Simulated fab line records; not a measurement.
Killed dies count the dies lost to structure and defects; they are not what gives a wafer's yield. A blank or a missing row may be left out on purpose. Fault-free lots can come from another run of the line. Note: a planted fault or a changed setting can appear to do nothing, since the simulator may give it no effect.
Shared-tool check -- flow nand harc -- 2 lots, 6 wafers sampled

## REASON FOR OPENING
On 2 of the 2 lots, a flag is raised at NHARC_END_SORT_01 on the reading killed at periphery. Fault-free wafers read 3.0, with a standard deviation of 2.4.
Rule: flag the lot when none of its wafers has a number, or when each of its wafers that has one lies beyond 4 standard deviations from that mean. As for the other lots, they are considered sound.

lot,measured,on,"killed at periphery, wafer by wafer",flag
L242,day 23 07:17,prober-01,652 649 635,FLAGGED
L241,day 23 19:41,prober-02,665 664 663,FLAGGED
On average the flagged lots read 654.7, which is +651.7 against the usual, or +99 or more standard deviations.

## WHICH TOOL RAN EACH LOT
The record holds 3 process steps before the reading, out of a route of 1159 steps. Each cell gives the tool, then ch followed by the chambers the sampled wafers passed through, then the start.
lot,flag,NHARC_P_M1_PVD_21,NHARC_A_BONDPAD_DEGAS_25,NHARC_THIN_TSV_PRE_CLEAN_54
L242,FLAGGED,"pvd sputter-03, day 10 08:08",no row,no row
L241,FLAGGED,"pvd sputter-03, day 10 08:29",no row,no row
These steps, and what they do:
- NHARC_P_M1_PVD_21: deposits Cu, target thk 30 nm, time 20.49 s.
- NHARC_A_BONDPAD_DEGAS_25: time 60 s.
- NHARC_THIN_TSV_PRE_CLEAN_54: time 30 s.
- NHARC_END_SORT_01

## FLAGGED OVER TOTAL, TOOL BY TOOL (the gauges that took the reading come last)
step,tool,lots run,flagged,share of the flagged lots,sound lots run after its first flagged lot
NHARC_P_M1_PVD_21,pvd sputter-03,2,2,all,0
NHARC_END_SORT_01,prober-01,1,1,some,0
NHARC_END_SORT_01,prober-02,1,1,some,0

## WHAT THE TABLE ALLOWS
1 row of the table ran every flagged lot: pvd sputter-03 at NHARC_P_M1_PVD_21.
- pvd sputter-03 at NHARC_P_M1_PVD_21 ran 2 lots, 2 of them flagged. No sound lot ran on it before its first flagged lot in this sample; the start therefore can't be narrowed down.
Just one tool remains: pvd sputter-03 at NHARC_P_M1_PVD_21.

## WHAT HAD BEEN PUT IN BY THE SIMULATOR
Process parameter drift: pvd sputter-03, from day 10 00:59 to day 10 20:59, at NHARC_P_M1_PVD_21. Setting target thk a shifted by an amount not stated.
Shown lots that were struck: L242, L241. The rule given above showed the same thing.
